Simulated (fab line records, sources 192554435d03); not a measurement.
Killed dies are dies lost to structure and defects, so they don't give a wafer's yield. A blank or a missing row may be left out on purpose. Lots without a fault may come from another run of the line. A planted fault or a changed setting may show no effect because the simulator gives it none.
Chamber matching | flow n5_finfet | N5_BEOL_M2_ETCH_64 on rie_diel-05: 4 sister chambers
The step etches SOC in N2/H2, target depth 75 nm, overetch 22.5 nm, time 121.9 s. 16 wafers are shown with their chamber, then 8 later ones without.

WAFERS WITH THEIR CHAMBER
wafer  | chamber | showerhead_plenum_p_Torr (Torr) | throttle_valve_pct (%) | oes_product_au (a.u.)
L081.1 | 2       | 2.64                            | 17.85                  | 0.54
L081.2 | 1       | 2.43                            | 18.00                  | 0.56
L081.5 | 2       | 2.64                            | 17.84                  | 0.55
L087.1 | 2       | 2.63                            | 17.88                  | 0.53
L087.2 | 3       | 2.71                            | 17.69                  | 0.66
L087.6 | 2       | 2.63                            | 17.87                  | 0.53
L088.2 | 3       | 2.71                            | 17.69                  | 0.66
L088.5 | 3       | 2.71                            | 17.69                  | 0.67
L088.6 | 2       | 2.63                            | 17.89                  | 0.53
L090.2 | 0       | 2.57                            | 17.45                  | 0.60
L090.3 | 2       | 2.63                            | 17.89                  | 0.53
L090.4 | 3       | 2.70                            | 17.68                  | 0.66
L092.2 | 2       | 2.63                            | 17.90                  | 0.54
L092.5 | 1       | 2.42                            | 18.02                  | 0.55
L092.6 | 2       | 2.63                            | 17.89                  | 0.53
L093.1 | 3       | 2.70                            | 17.70                  | 0.65

SIGNATURES (means of the wafers above)
reading                  | chamber 0 | chamber 1 | chamber 2 | chamber 3 | scatter within a chamber
showerhead_plenum_p_Torr | 2.5700    | 2.4250    | 2.6325    | 2.7060    | 0.00516
throttle_valve_pct       | 17.4500   | 18.0100   | 17.8762   | 17.6900   | 0.0173
oes_product_au           | 0.6000    | 0.5550    | 0.5350    | 0.6600    | 0.00736
Rule: a wafer's distance from a chamber is the root of the sum, over the readings, of the square of ((its reading less the chamber's mean) divided by the reading's scatter). The wafer belongs to the nearest chamber; if the next one is less than 2 further off, it can't be placed. The scatter: the root of (the sum of the squares of (reading less its chamber's mean) over the shown wafers, divided by (wafers less chambers)).

WAFERS WITHOUT THEIR CHAMBER
wafer  | showerhead_plenum_p_Torr (Torr) | throttle_valve_pct (%) | oes_product_au (a.u.)
L093.2 | 2.63                            | 17.91                  | 0.53
L093.3 | 2.57                            | 17.45                  | 0.59
L095.2 | 2.57                            | 17.46                  | 0.59
L095.4 | 2.62                            | 17.89                  | 0.53
L095.5 | 2.70                            | 17.71                  | 0.64
L096.1 | 2.62                            | 17.90                  | 0.53
L096.2 | 2.70                            | 17.71                  | 0.65
L096.4 | 2.57                            | 17.46                  | 0.59

WHICH CHAMBER EACH WENT THROUGH
wafer  | from the rows above | in truth
L093.2 | 2                   | 2
L093.3 | 0                   | 0
L095.2 | 0                   | 0
L095.4 | 2                   | 2
L095.5 | 3                   | 3
L096.1 | 2                   | 2
L096.2 | 3                   | 3
L096.4 | 0                   | 0
Placed correctly: 8 of 8. Can't be placed from these rows: 0. Placed wrongly: 0.
